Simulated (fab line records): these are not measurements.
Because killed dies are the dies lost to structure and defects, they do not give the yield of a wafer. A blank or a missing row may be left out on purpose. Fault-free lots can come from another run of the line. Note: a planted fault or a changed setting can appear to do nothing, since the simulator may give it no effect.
fab line records	flow n5_finfet	part 1 of 2: steps 1 to 26 of 38
record: lots: 5	wafers: 15	last_day: 18
route steps=1938 shown BEOL_M1@813 BEOL_M2@841
lots with no fault: from the same line, run without faults
start_h: hours from the record's opening day to when the first of the lot's shown wafers began	wait_h: how many hours have passed since the lot's step before this one	" unchanged from the row above	L1.1+2: a row that stands for several wafers	- value missing, or start not given	* or withheld: withheld	< > ~ a bound
route shown NAME@n: names a module that has steps shown in the file, with the first one's number in the route	usual: the fault-free wafers' mean and standard deviation	same: alike in all rows	chamber/n: place in a boat	sites: readings site by site	_std_site: their standard deviation	_edge_site: the outer-site mean with the inner-site mean subtracted	radius_mm: for every site, how far away it sits from the centre of the wafer	mask NAME#n: copy n	behind: the last tool/chamber to shape the wafer	hold: cause of the lot's hold/its duration in hours/its outcome	device: transistor that didn't switch, given as n, p or np	end of line: tests run on the same wafers once the route is complete	step lacking rows: just its recipe	killed: the dies lost at the first sort to structure and to defects; this is not the yield of the wafer	map: a wafer's dies, x killed, . not, _ none there
set.NAME: the setting that was run; set.NAME@STEP: the one run at that earlier step	model.NAME: the simulator's own value behind a step, which no gauge read
lots at selected steps of the route; one table per step, one row per wafer
services: a tool's chamber out of use, with start hour (start_h, from the record's first day; less than 0 if before it), hours out, and reason
== steps ==
step: N5_BEOL_M1_CVD_47
recipe: material: Co	target_thk_a: 30	temp_c: withheld	precursor: CCTBA/H2	pressure_torr: 30	time_s: 223.8
lot.wafer	tool	chamber	start_h	wait_h
L075.2+3+5	cvd_co-01	0,2,2	131.44	0.1
L083.2+5+6	cvd_co-01	1,1,2	181.62	0.0
L089.1+3+6	cvd_co-02	0,2,0	217.67	0.1
L092.2+5+6	cvd_co-01	2,1,0	242.83	0.1
L097.1+3+4	cvd_co-01	0,2,1	278.95	0.0
step: N5_BEOL_M1_SPUTTER_48
recipe: material: Cu	target_thk_a: 45	temp_c: -20	chamber_pressure_pa: 0.07	power_w: withheld	time_s: 8.29
usual: throttle_valve_pct: 29.8/0.87
lot.wafer	tool	chamber	start_h	wait_h	throttle_valve_pct
L075.2	pvd_sputter-03	-	131.68	0.2	29.5
L075.3	"	-	"	"	30.7
L075.5	"	-	"	"	29.3
L083.2	pvd_sputter-01	-	181.78	0.1	30.1
L083.5	"	-	"	"	30.7
L083.6	"	-	"	"	29.5
L089.1	pvd_sputter-02	-	217.83	0.1	30.7
L089.3	"	-	"	"	30.7
L089.6	"	-	"	"	28.0
L092.2	pvd_sputter-03	-	243.23	0.3	30.3
L092.5	"	-	"	"	29.7
L092.6	"	-	"	"	29.8
L097.1	pvd_sputter-03	-	279.11	0.1	29.5
L097.3	"	-	"	"	30.3
L097.4	"	-	"	"	30.5
step: N5_BEOL_M1_ANNEAL_49
recipe: temp_c: 400	time_s: 240	ambient: vacuum
usual: heater_power_w: 804/84
lot.wafer	tool	chamber	start_h	wait_h	heater_power_w
L075.2	pvd_sputter-03	-	131.76	0.0	957
L075.3	"	-	"	"	692
L075.5	"	-	"	"	930
L083.2	pvd_sputter-01	-	181.86	0.0	846
L083.5	"	-	"	"	793
L083.6	"	-	"	"	714
L089.1	pvd_sputter-02	-	217.91	0.0	855
L089.3	"	-	"	"	846
L089.6	"	-	"	"	881
L092.2	pvd_sputter-03	-	243.31	0.0	760
L092.5	"	-	"	"	916
L092.6	"	-	"	"	778
L097.1	pvd_sputter-03	-	279.19	0.0	653
L097.3	"	-	"	"	759
L097.4	"	-	"	"	698
step: N5_BEOL_M1_SPUTTER_79
recipe: material: Cu	target_thk_a: 45	temp_c: -20	chamber_pressure_pa: 0.07	power_w: withheld	time_s: 8.29
usual: throttle_valve_pct: 29.8/0.87
lot.wafer	tool	chamber	start_h	wait_h	throttle_valve_pct
L075.2	pvd_sputter-03	-	131.90	0.1	29.5
L075.3	"	-	"	"	30.9
L075.5	"	-	"	"	29.4
L083.2	pvd_sputter-01	-	182.00	0.1	29.9
L083.5	"	-	"	"	30.8
L083.6	"	-	"	"	29.5
L089.1	pvd_sputter-02	-	218.05	0.1	31.0
L089.3	"	-	"	"	30.6
L089.6	"	-	"	"	27.9
L092.2	pvd_sputter-03	-	243.45	0.1	30.1
L092.5	"	-	"	"	29.2
L092.6	"	-	"	"	30.1
L097.1	pvd_sputter-03	-	279.33	0.1	29.4
L097.3	"	-	"	"	30.2
L097.4	"	-	"	"	30.6
step: N5_BEOL_M1_ANNEAL_80
recipe: temp_c: 400	time_s: 240	ambient: vacuum
usual: heater_power_w: 806/86
lot.wafer	tool	chamber	start_h	wait_h	heater_power_w
L075.2	pvd_sputter-03	-	131.98	0.0	946
L075.3	"	-	"	"	689
L075.5	"	-	"	"	956
L083.2	pvd_sputter-01	-	182.08	0.0	860
L083.5	"	-	"	"	811
L083.6	"	-	"	"	746
L089.1	pvd_sputter-02	-	218.13	0.0	842
L089.3	"	-	"	"	875
L089.6	"	-	"	"	883
L092.2	pvd_sputter-03	-	243.53	0.0	765
L092.5	"	-	"	"	994
L092.6	"	-	"	"	772
L097.1	pvd_sputter-03	-	279.41	0.0	658
L097.3	"	-	"	"	768
L097.4	"	-	"	"	683
step: N5_BEOL_M1_SPUTTER_81
recipe: material: Cu	target_thk_a: 45	temp_c: -20	chamber_pressure_pa: 0.07	power_w: withheld	time_s: 8.29
usual: throttle_valve_pct: 29.8/0.87
lot.wafer	tool	chamber	start_h	wait_h	throttle_valve_pct
L075.2	pvd_sputter-03	-	132.12	0.1	29.4
L075.3	"	-	"	"	30.9
L075.5	"	-	"	"	29.4
L083.2	pvd_sputter-01	-	182.22	0.1	30.1
L083.5	"	-	"	"	30.9
L083.6	"	-	"	"	29.4
L089.1	pvd_sputter-02	-	218.27	0.1	30.9
L089.3	"	-	"	"	30.4
L089.6	"	-	"	"	27.9
L092.2	pvd_sputter-03	-	243.67	0.1	30.1
L092.5	"	-	"	"	29.4
L092.6	"	-	"	"	30.2
L097.1	pvd_sputter-03	-	279.55	0.1	29.5
L097.3	"	-	"	"	29.9
L097.4	"	-	"	"	30.7
step: N5_BEOL_M1_ANNEAL_82
recipe: temp_c: 400	time_s: 240	ambient: vacuum
usual: heater_power_w: 806/86
lot.wafer	tool	chamber	start_h	wait_h	heater_power_w
L075.2	pvd_sputter-03	-	132.20	0.0	933
L075.3	"	-	"	"	706
L075.5	"	-	"	"	944
L083.2	pvd_sputter-01	-	182.30	0.0	866
L083.5	"	-	"	"	811
L083.6	"	-	"	"	733
L089.1	pvd_sputter-02	-	218.35	0.0	855
L089.3	"	-	"	"	810
L089.6	"	-	"	"	867
L092.2	pvd_sputter-03	-	243.75	0.0	759
L092.5	"	-	"	"	945
L092.6	"	-	"	"	772
L097.1	pvd_sputter-03	-	279.63	0.0	635
L097.3	"	-	"	"	778
L097.4	"	-	"	"	678
step: N5_BEOL_M1_SPUTTER_86
recipe: material: Cu	target_thk_a: 45	temp_c: -20	chamber_pressure_pa: 0.07	power_w: withheld	time_s: 8.29
usual: throttle_valve_pct: 29.8/0.89
lot.wafer	tool	chamber	start_h	wait_h	throttle_valve_pct
L075.2	pvd_sputter-03	-	132.34	0.1	29.5
L075.3	"	-	"	"	30.6
L075.5	"	-	"	"	29.3
L083.2	pvd_sputter-01	-	182.44	0.1	30.3
L083.5	"	-	"	"	31.2
L083.6	"	-	"	"	29.6
L089.1	pvd_sputter-02	-	218.49	0.1	30.7
L089.3	"	-	"	"	30.7
L089.6	"	-	"	"	27.8
L092.2	pvd_sputter-03	-	243.89	0.1	30.1
L092.5	"	-	"	"	29.6
L092.6	"	-	"	"	30.2
L097.1	pvd_sputter-03	-	279.77	0.1	29.3
L097.3	"	-	"	"	30.2
L097.4	"	-	"	"	30.8
step: N5_BEOL_M1_ANNEAL_87
recipe: temp_c: 400	time_s: 240	ambient: vacuum
usual: heater_power_w: 805/86
lot.wafer	tool	chamber	start_h	wait_h	heater_power_w
L075.2	pvd_sputter-03	-	132.42	0.0	946
L075.3	"	-	"	"	696
L075.5	"	-	"	"	938
L083.2	pvd_sputter-01	-	182.52	0.0	874
L083.5	"	-	"	"	801
L083.6	"	-	"	"	715
L089.1	pvd_sputter-02	-	218.57	0.0	822
L089.3	"	-	"	"	837
L089.6	"	-	"	"	874
L092.2	pvd_sputter-03	-	243.97	0.0	764
L092.5	"	-	"	"	936
L092.6	"	-	"	"	785
L097.1	pvd_sputter-03	-	279.85	0.0	657
L097.3	"	-	"	"	770
L097.4	"	-	"	"	679
step: N5_BEOL_M1_SPUTTER_88
recipe: material: Cu	target_thk_a: 45	temp_c: -20	chamber_pressure_pa: 0.07	power_w: withheld	time_s: 8.29
usual: throttle_valve_pct: 29.8/0.87
lot.wafer	tool	chamber	start_h	wait_h	throttle_valve_pct
L075.2	pvd_sputter-03	-	132.56	0.1	29.8
L075.3	"	-	"	"	30.6
L075.5	"	-	"	"	29.4
L083.2	pvd_sputter-01	-	182.66	0.1	30.0
L083.5	"	-	"	"	30.8
L083.6	"	-	"	"	29.6
L089.1	pvd_sputter-02	-	218.71	0.1	30.8
L089.3	"	-	"	"	30.8
L089.6	"	-	"	"	28.1
L092.2	pvd_sputter-03	-	244.11	0.1	30.3
L092.5	"	-	"	"	29.4
L092.6	"	-	"	"	30.2
L097.1	pvd_sputter-03	-	279.99	0.1	29.5
L097.3	"	-	"	"	30.3
L097.4	"	-	"	"	30.8
step: N5_BEOL_M1_ANNEAL_89
recipe: temp_c: 400	time_s: 240	ambient: vacuum
usual: heater_power_w: 806/86
lot.wafer	tool	chamber	start_h	wait_h	heater_power_w
L075.2	pvd_sputter-03	-	132.64	0.0	973
L075.3	"	-	"	"	681
L075.5	"	-	"	"	949
L083.2	pvd_sputter-01	-	182.74	0.0	864
L083.5	"	-	"	"	803
L083.6	"	-	"	"	737
L089.1	pvd_sputter-02	-	218.79	0.0	828
L089.3	"	-	"	"	843
L089.6	"	-	"	"	883
L092.2	pvd_sputter-03	-	244.19	0.0	770
L092.5	"	-	"	"	934
L092.6	"	-	"	"	784
L097.1	pvd_sputter-03	-	280.07	0.0	671
L097.3	"	-	"	"	761
L097.4	"	-	"	"	692
step: N5_BEOL_M1_SPUTTER_90
recipe: material: Cu	target_thk_a: 45	temp_c: -20	chamber_pressure_pa: 0.07	power_w: withheld	time_s: 8.29
usual: throttle_valve_pct: 29.8/0.88
lot.wafer	tool	chamber	start_h	wait_h	throttle_valve_pct
L075.2	pvd_sputter-03	-	132.78	0.1	29.3
L075.3	"	-	"	"	30.8
L075.5	"	-	"	"	29.5
L083.2	pvd_sputter-01	-	182.88	0.1	30.0
L083.5	"	-	"	"	31.0
L083.6	"	-	"	"	29.8
L089.1	pvd_sputter-02	-	218.93	0.1	31.0
L089.3	"	-	"	"	30.7
L089.6	"	-	"	"	28.0
L092.2	pvd_sputter-03	-	244.33	0.1	30.0
L092.5	"	-	"	"	29.2
L092.6	"	-	"	"	30.1
L097.1	pvd_sputter-03	-	280.21	0.1	29.4
L097.3	"	-	"	"	30.1
L097.4	"	-	"	"	30.7
step: N5_BEOL_M1_ANNEAL_91
recipe: temp_c: 400	time_s: 240	ambient: vacuum
usual: heater_power_w: 805/86
lot.wafer	tool	chamber	start_h	wait_h	heater_power_w
L075.2	pvd_sputter-03	-	132.86	0.0	928
L075.3	"	-	"	"	698
L075.5	"	-	"	"	955
L083.2	pvd_sputter-01	-	182.96	0.0	869
L083.5	"	-	"	"	797
L083.6	"	-	"	"	712
L089.1	pvd_sputter-02	-	219.01	0.0	832
L089.3	"	-	"	"	855
L089.6	"	-	"	"	871
L092.2	pvd_sputter-03	-	244.41	0.0	779
L092.5	"	-	"	"	954
L092.6	"	-	"	"	771
L097.1	pvd_sputter-03	-	280.29	0.0	650
L097.3	"	-	"	"	762
L097.4	"	-	"	"	684
step: N5_BEOL_M1_SPUTTER_92
recipe: material: Cu	target_thk_a: 45	temp_c: -20	chamber_pressure_pa: 0.07	power_w: withheld	time_s: 8.29
usual: throttle_valve_pct: 29.8/0.88
lot.wafer	tool	chamber	start_h	wait_h	throttle_valve_pct
L075.2	pvd_sputter-03	-	133.00	0.1	29.5
L075.3	"	-	"	"	30.9
L075.5	"	-	"	"	29.6
L083.2	pvd_sputter-01	-	183.10	0.1	30.2
L083.5	"	-	"	"	30.8
L083.6	"	-	"	"	29.4
L089.1	pvd_sputter-02	-	219.15	0.1	31.0
L089.3	"	-	"	"	30.4
L089.6	"	-	"	"	28.0
L092.2	pvd_sputter-03	-	244.55	0.1	30.1
L092.5	"	-	"	"	29.2
L092.6	"	-	"	"	30.1
L097.1	pvd_sputter-03	-	280.43	0.1	29.7
L097.3	"	-	"	"	30.1
L097.4	"	-	"	"	30.8
step: N5_BEOL_M1_ANNEAL_93
recipe: temp_c: 400	time_s: 240	ambient: vacuum
usual: heater_power_w: 806/87
lot.wafer	tool	chamber	start_h	wait_h	heater_power_w
L075.2	pvd_sputter-03	-	133.08	0.0	946
L075.3	"	-	"	"	699
L075.5	"	-	"	"	962
L083.2	pvd_sputter-01	-	183.18	0.0	849
L083.5	"	-	"	"	803
L083.6	"	-	"	"	713
L089.1	pvd_sputter-02	-	219.23	0.0	835
L089.3	"	-	"	"	845
L089.6	"	-	"	"	862
L092.2	pvd_sputter-03	-	244.63	0.0	775
L092.5	"	-	"	"	952
L092.6	"	-	"	"	765
L097.1	pvd_sputter-03	-	280.51	0.0	656
L097.3	"	-	"	"	773
L097.4	"	-	"	"	675
step: N5_BEOL_M1_SPUTTER_94
recipe: material: Cu	target_thk_a: 45	temp_c: -20	chamber_pressure_pa: 0.07	power_w: withheld	time_s: 8.29
usual: throttle_valve_pct: 29.8/0.88
lot.wafer	tool	chamber	start_h	wait_h	throttle_valve_pct
L075.2	pvd_sputter-03	-	133.22	0.1	29.3
L075.3	"	-	"	"	30.9
L075.5	"	-	"	"	29.2
L083.2	pvd_sputter-01	-	183.32	0.1	30.3
L083.5	"	-	"	"	31.1
L083.6	"	-	"	"	29.4
L089.1	pvd_sputter-02	-	219.37	0.1	30.8
L089.3	"	-	"	"	30.5
L089.6	"	-	"	"	27.8
L092.2	pvd_sputter-03	-	244.77	0.1	30.2
L092.5	"	-	"	"	29.4
L092.6	"	-	"	"	30.5
L097.1	pvd_sputter-03	-	280.65	0.1	29.4
L097.3	"	-	"	"	30.1
L097.4	"	-	"	"	30.8
step: N5_BEOL_M1_ANNEAL_95
recipe: temp_c: 400	time_s: 240	ambient: vacuum
usual: heater_power_w: 806/87
lot.wafer	tool	chamber	start_h	wait_h	heater_power_w
L075.2	pvd_sputter-03	-	133.30	0.0	951
L075.3	"	-	"	"	699
L075.5	"	-	"	"	961
L083.2	pvd_sputter-01	-	183.40	0.0	863
L083.5	"	-	"	"	811
L083.6	"	-	"	"	732
L089.1	pvd_sputter-02	-	220.80	1.4	837
L089.3	"	-	"	"	826
L089.6	"	-	"	"	900
L092.2	pvd_sputter-03	-	244.85	0.0	773
L092.5	"	-	"	"	953
L092.6	"	-	"	"	766
L097.1	pvd_sputter-03	-	280.73	0.0	645
L097.3	"	-	"	"	794
L097.4	"	-	"	"	694
step: N5_BEOL_M1_SPUTTER_96
recipe: material: Cu	target_thk_a: 45	temp_c: -20	chamber_pressure_pa: 0.07	power_w: withheld	time_s: 8.29
usual: throttle_valve_pct: 29.8/0.89
lot.wafer	tool	chamber	start_h	wait_h	throttle_valve_pct
L075.2	pvd_sputter-03	-	133.44	0.1	29.7
L075.3	"	-	"	"	31.1
L075.5	"	-	"	"	29.4
L083.2	pvd_sputter-01	-	183.54	0.1	29.9
L083.5	"	-	"	"	30.7
L083.6	"	-	"	"	29.4
L089.1	pvd_sputter-02	-	220.94	0.1	30.6
L089.3	"	-	"	"	31.1
L089.6	"	-	"	"	28.1
L092.2	pvd_sputter-03	-	244.99	0.1	30.1
L092.5	"	-	"	"	29.4
L092.6	"	-	"	"	30.2
L097.1	pvd_sputter-03	-	280.87	0.1	29.6
L097.3	"	-	"	"	30.1
L097.4	"	-	"	"	30.8
step: N5_BEOL_M1_ECD_50
recipe: material: Cu	target_thk_a: 3000
lot.wafer	tool	chamber	start_h	wait_h
L075.2+3+5	ecd_cu-02	1,1,0	133.56	0.1
L083.2+5+6	ecd_cu-02	1,1,0	183.66	0.1
L089.1+3+6	ecd_cu-02	1,0,0	221.06	0.1
L092.2+5+6	ecd_cu-02	1,1,0	245.11	0.1
L097.1+3+4	ecd_cu-02	1,0,1	280.99	0.1
step: N5_BEOL_M1_ANNEAL_51
recipe: temp_c: 225	time_s: 90	ambient: N2
usual: wafer_temp_C_max: 226.3/0.55
lot.wafer	tool	chamber	start_h	wait_h	wafer_temp_C_max
L075.2	rtp_anneal-02	0	133.69	0.1	226.1
L075.3	"	0	"	"	226.6
L075.5	"	0	"	"	226.2
L083.2	rtp_anneal-01	0	183.78	0.1	226.0
L083.5	"	0	"	"	226.2
L083.6	"	0	"	"	225.8
L089.1	rtp_anneal-01	0	221.13	0.1	225.8
L089.3	"	0	"	"	225.9
L089.6	"	0	"	"	226.3
L092.2	rtp_anneal-01	0	245.29	0.2	225.9
L092.5	"	0	"	"	225.9
L092.6	"	0	"	"	225.8
L097.1	rtp_anneal-01	0	281.07	0.1	225.6
L097.3	"	0	"	"	226.0
L097.4	"	0	"	"	226.0
step: N5_BEOL_M1_CMP_52
recipe: stop_on: SiOC	t_overpolish_s: 6.8	down_force_psi: 1	platen_rpm: 50	clearing_platen_down_force_psi: 1.5	clearing_platen_rpm: 50	post_cmp_clean: cu_alkaline	target_thk_nm: 40	clearing_platen_pad_velocity_m_s: 0.99484	pad_velocity_m_s: 0.99484
usual: barrier_field_endpoint_s: 24.5/0.66	clearing_platen_down_force_psi: 1.5002/0.0027	edge_zone_pressure_frac: 0.999/0.0049	motor_current_A: 6.2/0.63	overpolish_run_s: 6.801/0.0093	retaining_ring_pressure_frac: 1.000/0.0048	time_to_endpoint_s: 62/3.5
same: t_overpolish_s: 6.8
lot.wafer	tool	chamber	start_h	wait_h	barrier_field_endpoint_s	clearing_platen_down_force_psi	edge_zone_pressure_frac	motor_current_A	overpolish_run_s	retaining_ring_pressure_frac	time_to_endpoint_s
L075.3	cmp-03	2	133.98	0.2	25.2	1.5008	0.987	6.0	6.810	1.003	64
L075.2	"	0	"	"	23.9	1.4973	0.998	7.1	6.783	1.010	59
L075.5	"	2	"	"	24.7	1.4983	0.999	6.4	6.792	0.998	62
L083.2	cmp-02	2	184.03	0.2	24.5	1.4941	0.995	5.5	6.804	1.001	64
L083.6	"	2	"	"	24.5	1.5032	0.996	6.0	6.804	0.999	62
L083.5	"	3	"	"	23.9	1.4984	1.002	5.5	6.798	1.001	54
L089.3	cmp-01	1	221.43	0.2	24.3	1.4974	0.993	5.1	6.787	1.005	62
L089.1	"	2	"	"	24.2	1.4982	0.994	6.3	6.794	1.002	61
L089.6	"	1	"	"	25.2	1.4997	0.999	5.1	6.808	1.005	62
L092.2	cmp-01	3	245.65	0.3	24.7	1.4971	1.000	7.4	6.808	1.000	62
L092.6	"	0	"	"	25.0	1.5010	0.996	5.3	6.812	1.001	66
L092.5	"	1	"	"	24.1	1.5043	1.002	5.0	6.801	1.001	61
L097.1	cmp-03	3	281.38	0.3	24.2	1.5030	0.993	6.7	6.814	0.996	64
L097.4	"	0	"	"	24.1	1.4996	0.993	7.2	6.805	0.997	63
L097.3	"	2	"	"	24.5	1.4966	0.995	6.2	6.799	1.003	64
step: N5_BEOL_M1_THK_MEAS_53
recipe: thk_meas_gauge: xrf	reads: Cu_of_BEOL_M1_ECD_50
usual: M1_THK: 40.0/2
lot.wafer	tool	chamber	start_h	wait_h	M1_THK[nm]
L075.2	film_metro-01	-	134.23	-	37.7
L075.3	"	-	"	"	38.5
L075.5	"	-	"	"	38.2
L083.2	film_metro-01	-	184.33	-	39.2
L083.5	"	-	"	"	38.2
L083.6	"	-	"	"	41.4
L089.1	film_metro-02	-	221.73	-	38.6
L089.3	"	-	"	"	38.8
L089.6	"	-	"	"	40.9
L092.2	film_metro-01	-	245.84	-	41.8
L092.5	"	-	"	"	38.6
L092.6	"	-	"	"	44.6
L097.1	film_metro-02	-	281.68	-	37.8
L097.3	"	-	"	"	40.1
L097.4	"	-	"	"	39.6
step: N5_BEOL_M1_PRE_CLEAN_60
recipe: gas: NH3/H2	time_s: 15	temp_c: *	rf_power_w: 300
usual: heater_power_w: 77/11
lot.wafer	tool	chamber	start_h	wait_h	heater_power_w
L075.2	cvd_co-02	0	134.27	0.0	78
L075.3	"	1	"	"	95
L075.5	"	2	"	"	60
L083.2	cvd_co-02	2	184.37	0.0	61
L083.5	"	1	"	"	89
L083.6	"	0	"	"	79
L089.1	cvd_co-02	2	221.76	0.0	62
L089.3	"	0	"	"	79
L089.6	"	0	"	"	78
L092.2	cvd_co-01	0	245.88	0.0	71
L092.5	"	0	"	"	70
L092.6	"	1	"	"	66
L097.1	cvd_co-01	0	281.71	0.0	71
L097.3	"	1	"	"	68
L097.4	"	0	"	"	70
step: N5_BEOL_M1_CO_CAP_55
recipe: material: Co	target_thk_a: 20	temp_c: 200	precursor: CCTBA/H2	pressure_torr: 30	time_s: 102.1
usual: heater_power_w: 226/14
lot.wafer	tool	chamber	start_h	wait_h	heater_power_w
L075.2	cvd_co-02	0	134.31	0.0	228
L075.3	"	1	"	"	242
L075.5	"	2	"	"	205
L083.2	cvd_co-02	2	184.41	0.0	204
L083.5	"	1	"	"	251
L083.6	"	0	"	"	227
L089.1	cvd_co-02	2	221.80	0.0	209
L089.3	"	0	"	"	225
L089.6	"	0	"	"	229
L092.2	cvd_co-01	0	245.92	0.0	214
L092.5	"	0	"	"	216
L092.6	"	1	"	"	215
L097.1	cvd_co-01	0	281.75	0.0	215
L097.3	"	1	"	"	209
L097.4	"	0	"	"	217
step: N5_BEOL_M1_PRE_CLEAN_56
recipe: gas: NH3	time_s: 15	temp_c: withheld	rf_power_w: 300
lot.wafer	tool	chamber	start_h	wait_h
L075.2+3+5	pecvd-01	1,0,1	134.42	0.1
L083.2+5+6	pecvd-01	2,0,2	184.50	0.1
L089.1+3+6	pecvd-01	1,0,0	221.89	0.1
L092.2+5+6	pecvd-02	2,0,2	246.02	0.1
L097.1+3+4	pecvd-02	2,1,1	281.84	0.1
step: N5_BEOL_M1_DEP_57
recipe: material: SiCN	target_thk_a: 80	temp_c: withheld	precursor: 3MS/NH3	pressure_torr: 3	rf_w: 202	time_s: 14
usual: showerhead_plenum_p_Torr: 3.667/0.015	throttle_valve_pct: 8.9/0.37
lot.wafer	tool	chamber	start_h	wait_h	showerhead_plenum_p_Torr	throttle_valve_pct
L075.2	pecvd-01	1	134.44	0.0	3.665	8.5
L075.3	"	0	"	"	3.671	8.6
L075.5	"	1	"	"	3.647	8.5
L083.2	pecvd-01	2	184.53	0.0	3.680	8.7
L083.5	"	0	"	"	3.687	9.0
L083.6	"	2	"	"	3.672	8.5
L089.1	pecvd-01	1	221.93	0.0	3.664	8.7
L089.3	"	0	"	"	3.680	9.0
L089.6	"	0	"	"	3.679	8.8
L092.2	pecvd-02	2	246.04	0.0	3.631	8.9
L092.5	"	0	"	"	3.683	9.3
L092.6	"	2	"	"	3.639	9.0
L097.1	pecvd-02	2	281.87	0.0	3.635	9.2
L097.3	"	1	"	"	3.680	9.6
L097.4	"	1	"	"	3.680	9.5
